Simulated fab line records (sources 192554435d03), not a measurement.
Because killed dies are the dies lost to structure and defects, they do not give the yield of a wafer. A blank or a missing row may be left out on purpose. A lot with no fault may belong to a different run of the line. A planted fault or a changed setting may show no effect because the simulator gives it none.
Which of the tools did it?	flow n5Finfet	9 lots, 26 wafers sampled, at 5 steps of a route of 1938

== WHAT THE GAUGES SHOWED, per wafer ==
N5_BEOL_M4_THK_MEAS_01. Usual: for M4_ILD_THK the level is 79.5 nm and the standard deviation is 1.
lot	measured	on	M4_ILD_THK (nm)	flag
L305	day 8 10:41	filmMetro-02	78.7 78.2 80.7	
L304	day 8 11:14	filmMetro-01	79.7 80.6 79.7	
L309	day 8 22:55	filmMetro-01	79.7 78.8 80.6	
L308	day 8 23:10	filmMetro-01	78.4 77.3 79.6	
L310	day 9 02:19	filmMetro-02	78.9 80.6 79.9	
L314	day 11 00:04	filmMetro-02	80.0 80.4 81.1	
L319	day 11 08:06	filmMetro-02	80.0 81.0 80.4	
L327	day 13 18:14	filmMetro-01	79.9 78.7 80.3	
L326	day 13 21:06	filmMetro-02	79.8 78.6	

N5_BEOL_M4_RC_MEAS_101. Usual: DIBL_N 36.0 mV/V, standard deviation 1.7; DIBL_P 36.2 mV/V, standard deviation 2.3; IOFF_N 0.16 nA/um, standard deviation 0.03; IOFF_P 0.21 nA/um, standard deviation 0.036; ION_N 679 uA/um, standard deviation 11; ION_P 465 uA/um, standard deviation 7.1; SS_N 71.4 mV/dec, standard deviation 0.58; SS_P 73.3 mV/dec, standard deviation 0.75; VT_N 249 mV, standard deviation 3.1; VT_P -251 mV, standard deviation 3.5.
lot	measured	on	DIBL_N (mV/V)	DIBL_P (mV/V)	IOFF_N (nA/um)	IOFF_P (nA/um)	ION_N (uA/um)	ION_P (uA/um)	SS_N (mV/dec)	SS_P (mV/dec)	VT_N (mV)	VT_P (mV)	flag
L305	day 8 21:14	prober-01	33.9 32.7 35.4	33.3 31.5 35.5	0.14 0.12 0.15	0.19 0.17 0.21	673 665 683	461 459 467	71.0 70.9 70.4	73.1 72.2 72.8	248 252 249	-250 -253 -249	
L304	day 8 23:01	prober-02	35.5 38.1 38.1	34.9 37.4 38.4	0.14 0.18 0.19	0.22 0.26 0.28	681 683 691	465 468 471	71.0 71.8 71.3	73.4 73.6 73.9	248 248 245	-249 -246 -247	
L309	day 9 14:20	prober-02	36.7 35.8 35.3	36.3 34.3 34.4	0.16 0.14 0.14	0.21 0.17 0.18	684 684 674	467 462 462	70.8 71.0 70.6	73.6 73.2 72.6	249 252 251	-251 -254 -250	
L308	day 9 14:35	prober-01	34.5 35.3 32.5	36.6 36.7 32.8	0.17 0.18 0.12	0.26 0.25 0.18	682 685 666	477 473 460	70.6 71.1 70.1	72.9 72.7 71.6	245 245 253	-245 -245 -249	
L310	day 9 15:16	prober-02	36.0 36.5 37.4	36.1 37.2 38.2	0.16 0.17 0.18	0.22 0.23 0.25	680 685 682	466 469 469	71.1 71.6 72.0	73.6 73.7 74.6	250 247 248	-249 -246 -248	
L314	day 11 11:17	prober-02	36.8 38.4 36.1	38.0 40.1 37.2	0.16 0.21 0.16	0.26 0.29 0.24	673 687 685	465 475 473	72.1 72.0 70.6	73.9 74.0 72.9	251 247 247	-247 -244 -249	
L319	day 11 19:26	prober-01	33.6 35.7 35.5	34.0 35.9 35.8	0.16 0.18 0.18	0.19 0.20 0.21	687 697 695	461 464 463	71.4 71.6 71.7	73.0 73.0 73.6	249 247 246	-254 -250 -250	
L327	day 14 04:23	prober-01	37.0 36.6 38.6	37.6 37.2 39.7	0.16 0.17 0.20	0.22 0.22 0.27	687 683 688	469 462 470	71.7 71.3 72.0	73.4 73.8 74.9	250 247 245	-251 -252 -249	
L326	day 14 09:19	prober-02	40.8 36.5	43.6 37.9	0.28 0.16	0.32 0.22	701 672	481 462	72.3 72.2	74.5 72.9	241 253	-247 -250	

== TOOL THAT RAN EACH LOT (tool first, then ch and the chambers of the sampled wafers, then the start) ==
lot	N5_BEOL_M3_CO_CAP_55	N5_BEOL_M4_DESCUM_16	N5_BEOL_M4_ETCH_63
L305	cvdCo-02 ch 1,2, day 8 10:22	rieDiel-05 ch 0,1,2, day 8 11:47	rieDiel-05 ch 0,1,2, day 8 11:50
L304	cvdCo-01 ch 0,1, day 8 10:55	rieDiel-06 ch 0,2, day 8 11:58	rieDiel-06 ch 0,2, day 8 12:01
L309	cvdCo-01 ch 0,1, day 8 22:37	rieDiel-01 ch 0,2,3, day 8 23:33	rieDiel-01 ch 0,2,3, day 8 23:36
L308	cvdCo-01 ch 1,2, day 8 22:52	rieDiel-01 ch 0,1,2, day 9 01:54	rieDiel-01 ch 0,1,2, day 9 01:57
L310	cvdCo-02 ch 0,1, day 9 02:01	rieDiel-06 ch 0,1,2, day 9 03:18	rieDiel-06 ch 0,1,2, day 9 03:21
L314	cvdCo-01 ch 1,2, day 10 23:45	rieDiel-06 ch 1,3, day 11 02:37	rieDiel-06 ch 1,3, day 11 02:41
L319	cvdCo-01 ch 0,1,2, day 11 07:49	rieDiel-01 ch 2,3, day 11 10:29	rieDiel-01 ch 2,3, day 11 10:32
L327	cvdCo-01 ch 0,1, day 13 17:54	rieDiel-01 ch 1,2,3, day 13 21:17	rieDiel-01 ch 1,2,3, day 13 21:20
L326	cvdCo-02 ch 0,2, day 13 20:49	rieDiel-01 ch 2,3, day 13 22:31	rieDiel-01 ch 2,3, day 13 22:34
- N5_BEOL_M3_CO_CAP_55: material Co, precursor CCTBA/H2, target thk 2 nm, time 102.1 s.
- N5_BEOL_M4_DESCUM_16: chemistry O2, time 7 s.
- N5_BEOL_M4_ETCH_63: etches SiARC in CF4, target depth 15.6 nm, time 26 s.

== AS READ BY THE TOOLS THEMSELVES (means over the sampled wafers that have a number; for cases with no such wafer, the mark the record gives instead) ==
N5_BEOL_M3_CO_CAP_55. Usual: heaterPowerW reads 232 W (standard deviation 27).
lot	tool	heaterPowerW (W)	flag
L305	cvdCo-02	216	
L304	cvdCo-01	235	
L309	cvdCo-01	231	
L308	cvdCo-01	235	
L310	cvdCo-02	232	
L314	cvdCo-01	236	
L319	cvdCo-01	236	
L327	cvdCo-01	232	
L326	cvdCo-02	208	

N5_BEOL_M4_DESCUM_16. Usual: drypumpMotorCurrentA 5.6 A, standard deviation 0.41; oesProductAu 0.80 a.u., standard deviation 0.085; rfVppV 243.4 V, standard deviation 1.4; showerheadPlenumPTorr 2.11 Torr, standard deviation 0.07; throttleValvePct 20.47 %, standard deviation 0.16.
lot	tool	drypumpMotorCurrentA (A)	oesProductAu (a.u.)	rfVppV (V)	showerheadPlenumPTorr (Torr)	throttleValvePct (%)	flag
L305	rieDiel-05	5.8	0.86	242.6	2.07	20.41	
L304	rieDiel-06	5.3	0.82	244.3	2.18	20.39	
L309	rieDiel-01	5.3	0.81	244.0	2.15	20.50	
L308	rieDiel-01	5.5	0.87	243.7	2.14	20.42	
L310	rieDiel-06	5.6	0.77	242.8	2.09	20.44	
L314	rieDiel-06	5.8	0.76	241.9	2.03	20.44	
L319	rieDiel-01	5.4	0.74	244.1	2.15	20.61	
L327	rieDiel-01	5.5	0.85	243.2	2.13	20.47	
L326	rieDiel-01	5.2	0.89	244.1	2.15	20.41	

N5_BEOL_M4_ETCH_63. Usual: drypumpMotorCurrentA 5.6 A, standard deviation 0.41; etchRfOnTimeS 25.8 s, standard deviation 0.46; oesProductAu 0.69 a.u., standard deviation 0.074; rfVppV 184.2 V, standard deviation 1.1; showerheadPlenumPTorr 2.15 Torr, standard deviation 0.06; throttleValvePct 15.59 %, standard deviation 0.21.
lot	tool	drypumpMotorCurrentA (A)	etchRfOnTimeS (s)	oesProductAu (a.u.)	rfVppV (V)	showerheadPlenumPTorr (Torr)	throttleValvePct (%)	flag
L305	rieDiel-05	5.8	25.6	0.74	182.7	2.11	15.48	
L304	rieDiel-06	5.3	26.0	0.70	184.9	2.21	15.49	
L309	rieDiel-01	5.3	25.7	0.71	184.8	2.18	15.52	
L308	rieDiel-01	5.5	25.1	0.75	185.3	2.17	15.44	
L310	rieDiel-06	5.6	26.3	0.65	184.3	2.14	15.64	
L314	rieDiel-06	5.8	20.8	0.78	183.4	2.09	15.67	OFF
L319	rieDiel-01	5.4	25.9	0.63	184.7	2.19	15.72	
L327	rieDiel-01	5.5	25.7	0.74	183.7	2.16	15.50	
L326	rieDiel-01	5.2	25.7	0.77	185.0	2.17	15.41	

== THE ANSWER, worked out from the rows above alone ==
Rule: a lot counts as off when the mean over its wafers that have a number is more than 3 standard deviations away from the usual mean. Also off: a lot with no number at a reading for which 4 or more lots have one. Any other lot the step has rows for is counted as sound. Order of review: gauges by route order, followed by the tools' own readings, for which a lot's mean as printed above is used. At the first step where some lot is off, the reading lying furthest off is the one used; lots without a number count as furthest.
Off at N5_BEOL_M4_ETCH_63 (etchRfOnTimeS): L314.
A tool fits if, at that step or a process step before it, it ran every lot that is off, and no sound lot after the first of them. One candidate fits, namely rieDiel-06 at N5_BEOL_M4_DESCUM_16 and N5_BEOL_M4_ETCH_63. At N5_BEOL_M4_DESCUM_16 its last sound lot is L310 (day 9 03:18), its first lot that is off L314 (day 11 02:37): a fault that began between those two fits.

== WHAT WAS PUT IN BY THE SIMULATOR ==
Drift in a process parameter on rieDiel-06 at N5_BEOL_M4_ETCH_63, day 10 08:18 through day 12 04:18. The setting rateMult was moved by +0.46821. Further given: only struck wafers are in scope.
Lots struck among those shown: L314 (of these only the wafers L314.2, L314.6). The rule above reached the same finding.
